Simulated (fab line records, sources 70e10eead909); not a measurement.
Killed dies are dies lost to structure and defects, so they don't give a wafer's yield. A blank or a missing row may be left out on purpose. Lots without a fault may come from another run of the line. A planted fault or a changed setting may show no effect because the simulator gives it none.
fab line records | flow nand_harc
record lots=22 wafers=66 last_day=34
route steps=1302 shown A_CONTACT@998
lots that met no fault: from a run of the same line without faults
start_h: hours from the record's first day to the start of the lot's first wafer shown | wait_h: hours since the lot's step before | " the same as in the row above | L1.1+2: a row that stands for several wafers | - no value, or no start given | * or withheld: withheld | < > ~ a bound
route shown NAME@n: a module of which the file shows steps, and the number in the route of the first | usual: mean/standard deviation of fault-free wafers | same: alike in all rows | chamber/n: place in a boat | sites: the reading at each site | _std_site: their standard deviation | _edge_site: outer sites' mean less inner sites' | radius_mm: how far each site lies from the wafer's centre | mask NAME#n: copy n | behind: the tool/chamber that last shaped the wafer | hold: why the lot was held/for how many hours/how that ended | device: the transistor (n, p or np) that didn't switch | end of line: the same wafers' tests at the end of the route | a step without rows: its recipe alone | killed: dies lost to structure and defects at the first sort, not the wafer's yield | map: a wafer's dies, x killed, . not, _ none there
set.NAME: the setting as run; set.NAME@STEP: as run at that earlier step | model.NAME: the simulator's own value behind a step, which no gauge read
steps of the route over a sample of lots; a table a step, a row a wafer
services: from which hour (start_h, from the record's first day; less than 0 if before it) a tool's chamber was out of use, for how many hours, and why
## steps
# step NHARC_A_CONTACT_OVL_MEAS_43
# usual overlay_x_nm=0.1/0.73 overlay_y_nm=0.0/0.77
# columns lot.wafer tool chamber start_h wait_h overlay_x_nm overlay_y_nm
L076.4 overlay-01 - 506.51 - 0.6 0.1
L076.5 " - " " 1.1 0.3
L076.6 " - " " 1.0 -0.2
L074.1 overlay-02 - 507.29 - -0.6 0.1
L074.2 " - " " -0.4 -0.1
L074.4 " - " " -0.4 -0.2
L077.1 overlay-02 - 517.56 - -0.8 0.9
L077.2 " - " " -0.2 0.7
L077.3 " - " " -1.0 0.9
L078.1 overlay-02 - 538.75 - -0.8 -0.8
L078.2 " - " " -0.9 -1.3
L078.4 " - " " -1.6 -1.3
L079.2 overlay-01 - 542.82 - 0.3 -0.8
L079.5 " - " " 0.0 -0.8
L079.6 " - " " 0.7 0.0
L080.3 overlay-01 - 567.74 - 1.2 -0.2
L080.4 " - " " 0.7 0.0
L080.5 " - " " 1.1 -0.1
L081.1 overlay-02 - 583.22 - 0.8 -0.6
L081.3 " - " " 1.2 -0.5
L081.5 " - " " 0.3 -0.1
L082.1 overlay-02 - 587.65 - 0.9 1.7
L082.4 " - " " 0.6 1.0
L082.5 " - " " 1.3 1.4
L083.2 overlay-02 - 591.78 - -0.8 -1.4
L083.3 " - " " -0.3 -1.4
L083.4 " - " " -0.8 -1.4
L086.1 overlay-02 - 603.02 - 0.5 -1.1
L086.2 " - " " 0.7 -0.3
L086.5 " - " " 0.9 -0.1
L085.1 overlay-01 - 610.79 - 0.5 1.1
L085.2 " - " " 0.1 1.0
L085.4 " - " " 0.2 0.6
L087.1 overlay-01 - 611.02 - 0.1 0.9
L087.4 " - " " 0.5 0.6
L087.6 " - " " 0.0 0.9
L089.3 overlay-01 - 643.80 - 0.7 0.2
L089.4 " - " " 0.5 -0.3
L089.6 " - " " 0.2 0.7
L088.4 overlay-01 - 644.03 - -0.4 -0.6
L088.5 " - " " 0.1 -1.0
L088.6 " - " " -0.9 -1.3
L091.1 overlay-02 - 661.16 - -1.3 0.8
L091.2 " - " " -1.7 1.0
L091.3 " - " " -1.1 0.8
L090.1 overlay-01 - 662.89 - -0.6 -0.9
L090.2 " - " " -0.3 -0.9
L090.6 " - " " -0.6 -1.1
L092.1 overlay-01 - 682.57 - 0.4 0.1
L092.4 " - " " 0.8 0.3
L092.5 " - " " 0.1 0.2
L094.2 overlay-02 - 696.93 - 0.1 0.3
L094.3 " - " " 0.0 0.3
L094.5 " - " " -0.3 0.5
L093.2 overlay-01 - 704.27 - 1.0 -0.3
L093.3 " - " " 0.8 -0.4
L093.4 " - " " 0.8 0.1
L096.2 overlay-02 - 709.65 - -1.2 0.8
L096.4 " - " " -1.5 0.8
L096.5 " - " " -1.0 1.0
L095.1 overlay-02 - 710.91 - 0.4 -0.4
L095.3 " - " " 1.0 -0.2
L095.6 " - " " 0.7 -0.1
L097.1 overlay-01 - 734.14 - 0.2 0.9
L097.3 " - " " 0.0 0.8
L097.4 " - " " -0.6 0.8
# step NHARC_A_CONTACT_DESCUM_47
# recipe time_s=3 o2_flow_sccm=200 ar_flow_sccm=0 bias_power_w=0 chemistry=O2
# usual chamber_pressure_mTorr=60.00/0.053 drypump_motor_current_A=5.8/0.37 oes_product_au=0.997/0.009 rf_vpp_V=57.6/0.81 showerhead_plenum_p_Torr=1.88/0.063 throttle_valve_pct=11.311/0.0087
# columns lot.wafer tool chamber start_h wait_h chamber_pressure_mTorr drypump_motor_current_A oes_product_au rf_hours_counter_h rf_vpp_V showerhead_plenum_p_Torr throttle_valve_pct
L076.4 rie_diel-08 2 506.64 0.1 60.02 6.0 0.990 16 59.1 1.88 11.310
L076.5 " 3 " " 60.02 6.2 1.004 - 58.3 1.84 11.308
L076.6 " 0 " " 59.96 5.9 1.009 - 56.4 1.86 11.314
L074.1 rie_diel-02 3 507.40 0.1 59.86 5.2 0.994 30 57.3 1.85 11.293
L074.2 " 0 " " 59.89 5.2 1.001 33 57.4 1.92 11.295
L074.4 " 1 " " 59.99 6.2 0.983 33 58.1 2.05 11.315
L077.2 rie_diel-03 2 517.67 0.1 59.96 5.5 1.006 17 57.6 1.90 11.309
L077.1 " 3 " " 60.01 5.1 0.999 15 58.7 1.87 11.311
L077.3 " 0 " " 59.99 6.1 0.977 17 58.0 1.91 11.317
L078.1 rie_diel-03 0 538.85 0.1 59.92 6.1 0.989 27 57.9 1.91 11.312
L078.2 " 2 " " 60.06 5.5 1.004 28 58.4 1.89 11.312
L078.4 " 3 " " 60.04 5.1 0.997 26 56.8 1.86 11.302
L079.2 rie_diel-08 0 542.91 0.1 59.90 5.9 1.024 30 58.0 1.86 11.324
L079.6 " 2 " " 60.04 6.0 0.987 - 57.5 1.87 11.289
L079.5 " 3 " " 59.99 6.1 1.017 - 56.2 1.84 11.289
L080.3 rie_diel-08 3 567.86 0.1 60.00 6.2 0.991 3 55.7 1.84 11.299
L080.4 " 0 " " 60.02 5.9 0.983 - 57.7 1.86 11.306
L080.5 " 2 " " 60.10 6.0 0.987 - 58.1 1.87 11.324
L081.3 rie_diel-02 3 583.32 0.1 60.00 5.2 1.001 0 57.2 1.85 11.290
L081.1 " 0 " " 60.00 5.2 0.996 0 58.9 1.92 11.317
L081.5 " 3 " " 59.95 5.2 0.999 - 57.7 1.85 11.326
L082.1 rie_diel-08 2 587.75 0.1 60.02 6.0 0.990 5 56.9 1.87 11.323
L082.4 " 0 " " 59.92 5.9 1.007 6 56.4 1.86 11.310
L082.5 " 3 " " 60.02 6.1 0.996 - 57.1 1.84 11.314
L083.3 rie_diel-08 0 591.88 0.1 59.92 5.9 0.990 8 57.8 1.85 11.313
L083.4 " 1 " " 59.96 5.9 0.986 2 58.3 1.86 11.315
L083.2 " 2 " " 60.02 6.0 0.988 7 57.8 1.87 11.317
L086.1 rie_diel-08 2 603.14 0.1 60.03 6.0 0.979 11 57.0 1.87 11.324
L086.2 " 3 " " 60.03 6.2 1.000 11 58.4 1.84 11.314
L086.5 " 0 " " 59.90 5.9 0.992 - 56.2 1.85 11.315
L085.1 rie_diel-02 3 610.90 0.1 60.03 5.2 1.010 18 56.0 1.84 11.304
L085.4 " 0 " " 60.01 5.2 0.990 18 58.6 1.91 11.312
L085.2 " 1 " " 59.92 6.2 0.987 16 56.9 2.03 11.307
L087.4 rie_diel-08 3 611.16 0.1 60.05 6.2 1.015 13 58.3 1.84 11.325
L087.1 " 1 " " 60.02 5.8 0.996 9 56.7 1.85 11.308
L087.6 " 3 " " 59.81 6.2 1.003 - 56.8 1.84 11.308
L089.4 rie_diel-08 0 643.90 0.1 60.04 5.9 0.999 20 58.1 1.85 11.312
L089.3 " 1 " " 60.07 5.9 0.999 16 57.4 1.85 11.310
L089.6 " 0 " " 60.01 5.8 0.993 - 57.0 1.85 11.319
L088.4 rie_diel-02 3 644.14 0.1 60.00 5.2 1.002 31 59.3 1.84 11.320
L088.5 " 1 " " 59.93 6.2 0.981 - 57.5 2.03 11.327
L088.6 " 2 " " 59.98 5.0 1.000 - 56.0 1.88 11.322
L091.1 rie_diel-03 0 661.26 0.1 59.93 6.1 0.989 5 58.0 1.90 11.316
L091.2 " 2 " " 60.04 5.5 0.992 6 56.9 1.89 11.310
L091.3 " 3 " " 60.08 5.1 0.987 6 57.1 1.86 11.319
L090.2 rie_diel-08 3 663.00 0.1 59.96 6.2 1.008 23 57.1 1.83 11.314
L090.1 " 0 " " 60.01 5.9 1.004 23 56.7 1.85 11.313
L090.6 " 2 " " 59.96 6.0 0.996 - 59.0 1.87 11.299
L092.1 rie_diel-08 3 682.68 0.1 60.06 6.2 1.006 26 56.6 1.83 11.301
L092.4 " 1 " " 59.96 5.8 0.988 21 57.9 1.85 11.317
L092.5 " 2 " " 59.98 6.0 1.004 - 58.0 1.87 11.300
L094.3 rie_diel-02 0 697.04 0.1 60.02 5.2 0.989 45 58.2 1.90 11.320
L094.2 " 2 " " 59.94 5.0 0.997 46 56.3 1.87 11.310
L094.5 " 3 " " 60.07 5.2 0.991 - 57.7 1.83 11.301
L093.3 rie_diel-03 0 704.37 0.1 60.15 6.1 0.983 17 58.2 1.90 11.310
L093.2 " 1 " " 60.01 5.7 0.995 18 57.9 2.05 11.310
L093.4 " 3 " " 59.98 5.1 0.997 17 57.1 1.85 11.309
L096.2 rie_diel-08 3 709.74 0.1 59.96 6.2 0.996 29 57.5 1.83 11.311
L096.4 " 2 " " 59.93 6.0 1.001 29 57.5 1.87 11.317
L096.5 " 3 " " 59.96 6.1 1.009 - 57.8 1.83 11.306
L095.3 rie_diel-03 0 711.04 0.1 59.98 6.1 0.996 20 58.1 1.90 11.290
L095.1 " 1 " " 60.05 5.7 1.008 22 59.0 2.05 11.320
L095.6 " 0 " " 60.01 6.1 0.990 - 57.4 1.90 11.316
L097.1 rie_diel-08 2 734.24 0.1 60.03 6.0 0.993 1 58.5 1.86 11.305
L097.4 " 3 " " 60.00 6.2 0.999 1 57.2 1.83 11.305
L097.3 " 0 " " 59.98 5.9 1.015 0 57.5 1.85 11.307
# step NHARC_A_CONTACT_ETCH_96
# recipe target_depth_a=200 over_etch_frac=0.5 time_s=10 ion_energy_ev=250 c4f6_flow_sccm=25 o2_flow_sccm=20 ar_flow_sccm=500 rf_w=600 bias_w=500 chemistry=C4F6/O2
# usual chamber_pressure_mTorr=30.000/0.027 drypump_motor_current_A=5.8/0.38 oes_product_au=0.961/0.027 rf_vpp_V=546.1/2.7 showerhead_plenum_p_Torr=3.88/0.13 throttle_valve_pct=26.904/0.0092
# columns lot.wafer tool chamber start_h wait_h chamber_pressure_mTorr drypump_motor_current_A oes_product_au rf_hours_counter_h rf_vpp_V showerhead_plenum_p_Torr throttle_valve_pct
L076.4 rie_diel-03 0 - - 30.009 6.1 0.982 17 546.7 3.92 26.904
L076.6 " 1 " " 29.941 5.8 0.999 - 553.6 4.21 26.929
L076.5 " 2 " " 29.981 5.5 1.016 - 547.3 3.89 26.909
L074.2 rie_diel-03 0 - - 29.995 6.1 0.988 17 546.9 3.92 26.903
L074.4 " 1 " " 30.014 5.8 0.995 20 553.5 4.21 26.916
L074.1 " 2 " " 29.997 5.5 1.001 17 545.7 3.89 26.905
L077.2 rie_diel-03 0 - - 30.013 6.1 0.935 21 546.7 3.92 26.905
L077.3 " 1 " " 30.014 5.8 0.958 23 552.6 4.21 26.905
L077.1 " 3 " " 29.968 5.1 0.961 18 545.5 3.83 26.889
L078.4 rie_diel-03 1 - - 30.024 5.8 0.942 31 552.5 4.21 26.909
L078.2 " 2 " " 29.999 5.5 0.944 29 546.3 3.89 26.903
L078.1 " 3 " " 29.925 5.1 0.952 28 544.2 3.83 26.919
L079.2 rie_diel-02 1 - - 30.013 6.2 0.942 47 552.0 4.16 26.909
L079.5 " 1 " " 30.018 6.2 0.927 - 552.2 4.16 26.908
L079.6 " 2 " " 30.010 4.9 0.938 - 547.9 3.88 26.896
L080.3 rie_diel-08 2 573.28 0.1 29.987 6.0 0.950 4 545.8 3.85 26.902
L080.5 " 0 " " 30.007 5.9 0.956 - 545.9 3.82 26.895
L080.4 " 2 " " 30.004 6.0 0.957 - 545.7 3.85 26.897
L081.1 rie_diel-08 3 591.46 0.1 29.939 6.2 1.001 8 543.6 3.78 26.905
L081.3 " 1 " " 30.011 5.9 1.002 2 544.5 3.81 26.915
L081.5 " 1 " " 29.965 5.9 0.999 - 544.8 3.82 26.892
L082.1 rie_diel-02 3 - - 30.017 5.2 1.006 8 544.9 3.79 26.895
L082.4 " 2 " " 30.023 5.0 1.005 8 545.8 3.87 26.900
L082.5 " 3 " " 30.003 5.2 1.006 - 544.6 3.79 26.913
L083.3 rie_diel-08 3 - - 30.008 6.1 0.938 9 545.7 3.78 26.907
L083.4 " 0 " " 30.056 5.9 0.938 9 545.2 3.81 26.883
L083.2 " 1 " " 30.036 5.9 0.955 4 544.5 3.81 26.913
L086.2 rie_diel-08 1 - - 29.999 5.8 0.937 8 545.0 3.81 26.892
L086.1 " 3 " " 30.014 6.2 0.929 13 544.3 3.78 26.880
L086.5 " 2 " " 29.966 6.0 0.922 - 546.1 3.84 26.908
L085.2 rie_diel-08 2 - - 30.022 6.0 0.997 16 545.5 3.84 26.903
L085.4 " 3 " " 30.004 6.2 1.011 16 544.4 3.78 26.912
L085.1 " 0 " " 30.038 5.9 0.998 16 544.2 3.81 26.903
L087.4 rie_diel-08 1 - - 30.011 5.9 0.942 12 545.9 3.81 26.909
L087.1 " 3 " " 29.997 6.2 0.973 16 545.0 3.78 26.893
L087.6 " 1 " " 29.954 5.8 0.941 - 545.2 3.81 26.910
L089.3 rie_diel-08 3 - - 30.017 6.2 0.941 22 543.5 3.78 26.907
L089.4 " 1 " " 30.052 5.9 0.949 18 544.8 3.81 26.891
L089.6 " 0 " " 30.050 5.9 0.935 - 543.7 3.81 26.899
L088.4 rie_diel-03 3 - - 29.989 5.1 0.992 1 545.3 3.82 26.906
L088.6 " 3 " " 30.000 5.1 1.001 - 545.5 3.82 26.894
L088.5 " 0 " " 30.024 6.1 1.000 - 547.0 3.90 26.888
L091.1 rie_diel-08 3 - - 30.007 6.2 0.994 24 543.0 3.77 26.906
L091.2 " 0 " " 29.978 5.9 1.001 24 545.3 3.80 26.906
L091.3 " 1 " " 30.028 5.8 0.981 19 546.3 3.80 26.897
L090.2 rie_diel-08 0 - - 30.060 5.9 0.949 24 544.9 3.80 26.901
L090.1 " 1 " " 29.987 5.8 0.938 20 542.4 3.80 26.897
L090.6 " 0 " " 30.004 5.9 0.944 - 543.1 3.80 26.914
L092.4 rie_diel-03 3 - - 30.015 5.1 1.000 13 543.3 3.81 26.910
L092.1 " 0 " " 29.961 6.1 0.989 12 545.9 3.90 26.907
L092.5 " 2 " " 30.029 5.5 0.965 - 544.5 3.87 26.903
L094.2 rie_diel-08 1 - - 29.960 5.9 0.931 24 545.5 3.80 26.901
L094.3 " 2 " " 30.001 6.0 0.941 28 547.0 3.83 26.907
L094.5 " 3 " " 29.973 6.2 0.952 - 544.1 3.77 26.892
L093.3 rie_diel-02 1 - - 30.015 6.2 0.946 50 550.7 4.13 26.908
L093.4 " 2 " " 30.006 5.0 0.953 53 545.4 3.85 26.905
L093.2 " 0 " " 30.051 5.2 0.948 49 546.9 3.90 26.890
L096.4 rie_diel-08 1 - - 30.045 5.9 0.939 26 543.2 3.80 26.902
L096.2 " 2 " " 30.007 6.0 0.949 31 546.7 3.83 26.909
L096.5 " 0 " " 29.998 5.9 0.941 - 544.1 3.80 26.891
L095.1 rie_diel-02 1 - - 30.038 6.2 0.931 51 551.3 4.13 26.896
L095.3 " 3 " " 29.998 5.2 0.958 55 542.9 3.77 26.912
L095.6 " 1 " " 29.940 6.2 0.926 - 550.4 4.13 26.907
L097.1 rie_diel-08 3 - - 29.978 6.2 0.938 2 543.9 3.77 26.903
L097.3 " 1 " " 30.001 5.9 0.942 2 544.4 3.80 26.889
L097.4 " 2 " " 30.010 6.0 0.951 2 543.4 3.83 26.907
# step NHARC_A_CONTACT_INSPECT_71
# usual raw_defect_count=92/35
# columns lot.wafer tool chamber start_h wait_h raw_defect_count
L076.4 defect_inspect-02 - 516.77 0.0 112
L076.5 " - " " 103
L076.6 " - " " 93
L074.1 defect_inspect-02 - 517.65 0.0 101
L074.2 " - " " 129
L074.4 " - " " 117
L077.1 defect_inspect-01 - 528.85 0.0 148
L077.2 " - " " 158
L077.3 " - " " 139
L078.1 defect_inspect-01 - 551.85 0.0 148
L078.2 " - " " 172
L078.4 " - " " 156
L079.2 defect_inspect-01 - 555.09 0.0 69
L079.5 " - " " 84
L079.6 " - " " 66
L080.3 defect_inspect-02 - 578.94 0.0 74
L080.4 " - " " 85
L080.5 " - " " 71
L081.1 defect_inspect-02 - 597.11 0.0 26
L081.3 " - " " 33
L081.5 " - " " 37
L082.1 defect_inspect-01 - 600.56 0.0 96
L082.4 " - " " 117
L082.5 " - " " 116
L083.2 defect_inspect-02 - 602.37 0.0 125
L083.3 " - " " 126
L083.4 " - " " 133
L086.1 defect_inspect-02 - 618.58 0.0 127
L086.2 " - " " 115
L086.5 " - " " 131
L085.1 defect_inspect-01 - 627.43 0.0 71
L085.2 " - " " 66
L085.4 " - " " 68
L087.1 defect_inspect-01 - 627.62 0.0 72
L087.4 " - " " 70
L087.6 " - " " 76
L089.3 defect_inspect-01 - 654.07 0.0 62
L089.4 " - " " 66
L089.6 " - " " 68
L088.4 defect_inspect-01 - 654.45 0.0 68
L088.5 " - " " 45
L088.6 " - " " 52
L091.1 defect_inspect-02 - 671.53 0.0 110
L091.2 " - " " 85
L091.3 " - " " 87
L090.1 defect_inspect-02 - 678.39 0.0 108
L090.2 " - " " 113
L090.6 " - " " 99
L092.1 defect_inspect-02 - 692.99 0.0 103
L092.4 " - " " 86
L092.5 " - " " 95
L094.2 defect_inspect-01 - 707.25 0.0 78
L094.3 " - " " 82
L094.5 " - " " 76
L093.2 defect_inspect-01 - 716.69 0.0 80
L093.3 " - " " 75
L093.4 " - " " 86
L096.2 defect_inspect-01 - 720.01 0.0 22
L096.4 " - " " 22
L096.5 " - " " 19
L095.1 defect_inspect-02 - 722.41 0.0 131
L095.3 " - " " 130
L095.6 " - " " 128
L097.1 defect_inspect-01 - 747.66 0.0 151
L097.3 " - " " 140
L097.4 " - " " 148
# step NHARC_A_CONTACT_ETCH_128
# recipe source_w=withheld pressure_mtorr=20 bias_v=3000 time_s=197 target_depth_a=19180 ar_flow_sccm=withheld c4f8_flow_sccm=withheld o2_flow_sccm=withheld chemistry=C4F8/O2/Ar
# usual chamber_pressure_mTorr=20.000/0.017
# columns lot.wafer tool chamber start_h wait_h chamber_pressure_mTorr rf_hours_counter_h
L076.4 har_cap_etch-01 0 519.51 0.1 19.979 -
L076.5 " 1 " " 19.998 -
L076.6 " 0 " " 20.001 -
L074.1 har_cap_etch-03 0 520.90 0.1 19.987 46
L074.2 " 1 " " 20.005 46
L074.4 " 1 " " 20.002 -
L077.2 har_cap_etch-01 0 531.59 0.1 20.007 4
L077.1 " 1 " " 19.956 4
L077.3 " 1 " " 19.987 -
L078.1 har_cap_etch-02 0 555.12 0.1 19.996 93
L078.2 " 1 " " 20.014 93
L078.4 " 1 " " 19.978 -
L079.2 har_cap_etch-01 1 557.98 0.2 20.001 8
L079.6 " 1 " " 19.996 -
L079.5 " 0 " " 20.016 -
L080.3 har_cap_etch-03 1 581.34 0.1 19.964 -
L080.4 " 0 " " 19.996 -
L080.5 " 1 " " 19.996 -
L081.1 har_cap_etch-03 0 599.66 0.1 19.997 57
L081.3 " 0 " " 20.022 -
L081.5 " 1 " " 20.013 -
L082.1 har_cap_etch-02 0 602.89 0.1 20.005 101
L082.4 " 1 " " 19.953 -
L082.5 " 1 " " 20.014 -
L083.2 har_cap_etch-03 0 605.04 0.1 20.023 59
L083.4 " 0 " " 20.024 -
L083.3 " 1 " " 19.951 -
L086.2 har_cap_etch-01 0 620.92 0.1 19.971 22
L086.1 " 1 " " 20.032 22
L086.5 " 1 " " 19.990 -
L085.1 har_cap_etch-03 0 629.76 0.1 20.025 64
L085.2 " 1 " " 19.980 64
L085.4 " 0 " " 19.997 -
L087.1 har_cap_etch-01 1 629.98 0.1 19.994 24
L087.4 " 1 " " 20.001 -
L087.6 " 1 " " 20.007 -
L089.4 har_cap_etch-01 1 656.46 0.1 19.982 -
L089.3 " 0 " " 19.995 -
L089.6 " 1 " " 20.022 -
L088.4 har_cap_etch-02 1 657.21 0.1 19.986 -
L088.6 " 0 " " 20.012 -
L088.5 " 1 " " 20.011 -
L091.1 har_cap_etch-01 0 673.90 0.1 19.991 30
L091.2 " 1 " " 19.998 30
L091.3 " 0 " " 20.003 -
L090.2 har_cap_etch-02 0 680.73 0.1 20.008 115
L090.1 " 1 " " 20.012 115
L090.6 " 1 " " 20.000 -
L092.1 har_cap_etch-01 1 695.32 0.1 19.973 33
L092.4 " 1 " " 19.979 -
L092.5 " 0 " " 19.992 -
L094.2 har_cap_etch-03 1 709.59 0.1 20.019 78
L094.3 " 1 " " 19.961 -
L094.5 " 0 " " 20.009 -
L093.2 har_cap_etch-02 1 719.36 0.1 20.002 122
L093.4 " 0 " " 20.005 -
L093.3 " 1 " " 20.017 -
L096.2 har_cap_etch-01 0 722.67 0.1 20.038 40
L096.4 " 1 " " 19.980 -
L096.5 " 1 " " 20.014 -
L095.1 har_cap_etch-03 0 725.09 0.1 19.991 81
L095.3 " 0 " " 20.008 -
L095.6 " 0 " " 19.991 -
L097.1 har_cap_etch-03 0 750.02 0.1 20.021 84
L097.4 " 1 " " 20.013 -
L097.3 " 0 " " 19.996 -
# step NHARC_A_CONTACT_ETCH_106
# recipe target_depth_a=900 overetch_a=90 time_s=49.5 ion_energy_ev=100 cf4_flow_sccm=80 o2_flow_sccm=20 ar_flow_sccm=0 rf_w=300 bias_w=100 chemistry=CF4/O2
# usual chamber_pressure_mTorr=30.002/0.029 drypump_motor_current_A=5.7/0.42 oes_o_777_au=1.000/0.0047 oes_product_au=0.998/0.01 rf_vpp_V=197.4/1.2 showerhead_plenum_p_Torr=1.32/0.044 throttle_valve_pct=13.398/0.0087
# columns lot.wafer tool chamber start_h wait_h chamber_pressure_mTorr drypump_motor_current_A oes_o_777_au oes_product_au rf_hours_counter_h rf_vpp_V showerhead_plenum_p_Torr throttle_valve_pct
L076.4 rie_diel-08 0 522.48 0.1 29.983 5.9 1.001 1.022 - 196.8 1.30 13.410
L076.5 " 2 " " 30.019 6.0 1.008 1.003 - 198.1 1.31 13.410
L076.6 " 3 " " 30.033 6.1 1.005 1.011 - 195.4 1.29 13.399
L074.1 rie_diel-03 0 523.15 0.1 30.078 6.1 0.998 0.979 21 197.4 1.33 13.391
L074.2 " 1 " " 30.025 5.8 0.997 0.990 23 198.8 1.44 13.400
L074.4 " 2 " " 30.004 5.5 1.003 1.010 20 197.3 1.32 13.399
L077.3 rie_diel-08 3 533.85 0.1 29.953 6.1 1.004 1.008 28 195.1 1.29 13.411
L077.2 " 0 " " 29.986 5.9 1.003 1.009 28 198.1 1.30 13.408
L077.1 " 2 " " 29.987 6.0 1.003 0.986 26 197.0 1.31 13.402
L078.2 rie_diel-08 3 557.33 0.1 29.982 6.2 0.997 0.991 1 197.2 1.29 13.389
L078.1 " 2 " " 30.019 6.0 0.990 0.989 1 196.9 1.31 13.385
L078.4 " 0 " " 30.018 5.9 0.998 0.996 - 195.8 1.30 13.403
L079.2 rie_diel-03 1 560.19 0.1 30.005 5.7 1.002 0.992 37 199.0 1.44 13.401
L079.5 " 1 " " 30.021 5.7 0.997 0.994 - 199.3 1.44 13.393
L079.6 " 2 " " 30.010 5.5 0.998 1.006 - 197.3 1.32 13.382
L080.3 rie_diel-02 2 583.71 0.3 29.985 4.9 0.990 1.008 1 197.6 1.32 13.418
L080.4 " 0 " " 30.034 5.2 0.999 1.010 1 196.7 1.34 13.396
L080.5 " 2 " " 30.018 4.9 0.992 0.988 - 197.4 1.32 13.389
L081.3 rie_diel-08 3 602.03 0.1 29.984 6.2 1.001 0.997 11 197.2 1.28 13.398
L081.1 " 1 " " 29.991 5.8 1.003 0.997 7 197.0 1.29 13.407
L081.5 " 0 " " 30.004 5.9 0.991 0.991 - 196.2 1.29 13.398
L082.4 rie_diel-02 1 605.22 0.1 30.017 6.2 0.995 0.983 14 198.8 1.42 13.404
L082.1 " 3 " " 30.022 5.2 0.996 1.011 13 197.9 1.29 13.391
L082.5 " 2 " " 29.978 5.0 0.993 1.009 - 197.7 1.32 13.403
L083.2 rie_diel-08 1 607.21 0.0 29.968 5.8 1.005 0.992 8 195.9 1.29 13.395
L083.4 " 2 " " 30.000 6.0 1.004 0.976 12 198.4 1.31 13.388
L083.3 " 0 " " 29.971 5.9 1.001 0.991 13 197.8 1.29 13.403
L086.2 rie_diel-02 3 623.11 0.1 30.019 5.2 1.000 1.001 25 198.6 1.28 13.410
L086.1 " 1 " " 30.009 6.2 0.998 0.994 22 198.6 1.42 13.399
L086.5 " 3 " " 29.985 5.2 1.002 1.006 - 197.5 1.28 13.392
L085.4 rie_diel-03 1 632.00 0.1 30.006 5.8 0.998 0.997 44 200.4 1.44 13.390
L085.1 " 2 " " 29.979 5.5 1.000 0.999 42 196.8 1.32 13.400
L085.2 " 3 " " 30.024 5.1 1.007 1.002 36 197.5 1.30 13.412
L087.1 rie_diel-02 1 632.35 0.1 29.949 6.2 0.999 0.982 24 198.8 1.42 13.409
L087.4 " 2 " " 29.964 5.0 1.000 1.000 23 196.8 1.31 13.409
L087.6 " 1 " " 30.037 6.2 0.999 0.984 - 198.7 1.42 13.397
L089.4 rie_diel-02 1 658.58 0.1 30.033 6.2 0.998 0.979 37 199.9 1.41 13.393
L089.3 " 3 " " 29.973 5.2 0.995 1.012 37 195.8 1.28 13.391
L089.6 " 1 " " 29.980 6.2 0.992 0.984 - 198.7 1.41 13.388
L088.4 rie_diel-08 2 659.30 0.1 30.025 6.0 0.999 0.992 23 197.2 1.30 13.407
L088.5 " 1 " " 29.999 5.8 0.994 0.992 - 197.5 1.29 13.405
L088.6 " 2 " " 30.020 6.0 1.007 1.003 - 197.4 1.30 13.398
L091.3 rie_diel-02 2 676.24 0.2 30.011 5.0 0.998 0.993 40 197.8 1.31 13.401
L091.2 " 3 " " 30.026 5.2 1.003 1.003 42 196.5 1.28 13.404
L091.1 " 0 " " 30.000 5.2 1.001 1.006 41 198.9 1.33 13.400
L090.2 rie_diel-08 2 683.14 0.1 30.010 6.0 1.009 1.007 25 199.0 1.30 13.394
L090.1 " 3 " " 29.956 6.1 1.009 1.006 26 197.5 1.28 13.392
L090.6 " 2 " " 29.993 6.0 1.014 0.989 - 197.2 1.30 13.391
L092.1 rie_diel-03 3 697.50 0.1 29.965 5.1 1.002 0.992 16 197.9 1.29 13.396
L092.4 " 0 " " 30.017 6.1 1.000 0.992 15 197.5 1.32 13.394
L092.5 " 3 " " 30.009 5.1 1.004 1.004 - 197.3 1.29 13.396
L094.3 rie_diel-08 2 711.77 0.1 29.957 6.0 0.999 1.011 30 198.7 1.30 13.390
L094.2 " 3 " " 30.013 6.2 0.992 1.002 30 195.4 1.28 13.404
L094.5 " 2 " " 29.949 6.0 0.996 1.010 - 197.4 1.30 13.396
L093.4 rie_diel-08 1 721.51 0.1 30.012 5.8 1.002 0.981 28 196.5 1.29 13.390
L093.2 " 3 " " 30.014 6.1 1.004 1.001 32 195.9 1.28 13.414
L093.3 " 0 " " 30.036 5.9 1.002 1.003 32 198.4 1.29 13.402
L096.2 rie_diel-02 0 725.18 0.1 29.958 5.2 1.008 1.007 53 198.1 1.32 13.382
L096.5 " 2 " " 29.981 4.9 1.012 0.995 - 196.7 1.31 13.401
L096.4 " 1 " " 30.010 6.2 1.003 0.987 - 198.8 1.41 13.396
L095.1 rie_diel-02 1 728.13 0.1 30.023 6.2 1.010 0.986 55 200.2 1.41 13.410
L095.3 " 2 " " 29.981 4.9 0.992 1.005 59 196.8 1.31 13.408
L095.6 " 1 " " 30.001 6.2 0.999 0.984 - 199.9 1.41 13.389
L097.3 rie_diel-08 1 752.19 0.1 30.018 5.8 1.009 0.998 5 195.6 1.29 13.390
L097.1 " 2 " " 30.024 6.0 0.994 1.012 5 198.2 1.30 13.394
L097.4 " 3 " " 29.980 6.1 0.993 1.006 3 195.8 1.28 13.386
## services
# columns tool chamber start_h hours kind
rie_diel-03 0 489.02 4.1 repair
har_cap_etch-01 - 497.00 17.0 pm
rie_diel-08 0 499.33 - clean
rie_diel-08 1 499.33 - clean
rie_diel-08 2 499.33 - clean
rie_diel-08 3 499.33 - clean
rie_diel-02 - 504.80 1.1 repair
rie_diel-08 1 515.47 58.7 repair
rie_diel-08 0 524.03 - clean
rie_diel-08 2 524.03 - clean
rie_diel-08 - 544.80 9.0 pm
rie_diel-03 3 547.96 7.7 repair
rie_diel-02 - 571.39 9.0 pm
rie_diel-08 0 590.40 1.3 repair
rie_diel-03 1 604.28 7.1 repair
rie_diel-03 - 636.16 9.0 pm
rie_diel-02 0 653.45 3.2 repair
rie_diel-02 1 667.45 4.3 repair
rie_diel-03 3 705.00 14.9 repair
rie_diel-03 0 714.15 7.5 repair
rie_diel-02 3 718.45 9.2 repair
rie_diel-08 - 721.80 9.0 pm
rie_diel-02 - 732.72 0.4 repair
rie_diel-02 - 748.39 9.0 pm
## key
fault none
